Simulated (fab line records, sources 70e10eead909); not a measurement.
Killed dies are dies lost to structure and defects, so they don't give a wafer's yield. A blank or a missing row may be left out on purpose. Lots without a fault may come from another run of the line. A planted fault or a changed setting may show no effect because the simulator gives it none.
Chamber matching | flow nand_harc | NHARC_A_STAIRCASE_ALD_415 on ald_hk-04: 4 sister chambers
The step deposits SiO2, target thk 30 nm, pulse time 6 s, ald cycles 300. 4 wafers are shown with their chamber, then 12 later ones without.

WAFERS WITH THEIR CHAMBER
wafer  | chamber | heater_power_w (W)
L082.3 | 0       | 477
L082.1 | 1       | 423
L082.5 | 3       | 425
L082.6 | 2       | 498

WAFERS WITHOUT THEIR CHAMBER
wafer  | heater_power_w (W)
L086.1 | 508
L086.2 | 413
L086.4 | 427
L095.1 | 386
L095.2 | 519
L095.3 | 427
L094.1 | 401
L094.2 | 522
L094.5 | 390
L094.3 | 489
L094.4 | 435
L094.6 | 507

WHICH CHAMBER EACH WENT THROUGH
wafer  | from the rows above          | in truth
L086.1 | can't be placed: 2 or 0      | 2
L086.2 | can't be placed: 1 or 3      | 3
L086.4 | can't be placed: 3 or 1      | 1
L095.1 | can't be placed: 1 or 3      | 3
L095.2 | can't be placed: 2 or 0      | 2
L095.3 | can't be placed: 3 or 1      | 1
L094.1 | can't be placed: 1 or 3      | 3
L094.2 | can't be placed: 2 or 0      | 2
L094.5 | can't be placed: 1 or 3      | 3
L094.3 | can't be placed: 2 or 0      | 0
L094.4 | can't be placed: 3 or 1 or 0 | 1
L094.6 | can't be placed: 2 or 0      | 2
Placed correctly: 0 of 12. Can't be placed from these rows: 12 (the true chamber is among the candidates in 12). Placed wrongly: 0.
How it was worked out, from the rows above alone: a wafer's distance from a chamber is the root of the sum, over the readings, of the square of ((its reading less the chamber's mean) divided by the reading's scatter). The wafer belongs to the nearest chamber; if the next one is less than 2 further off, it can't be placed. A chamber's mean is the mean of its shown wafers. The scatter: with one shown wafer a chamber, the root of the mean of the squares of how far each hidden wafer lies from its nearest shown one.
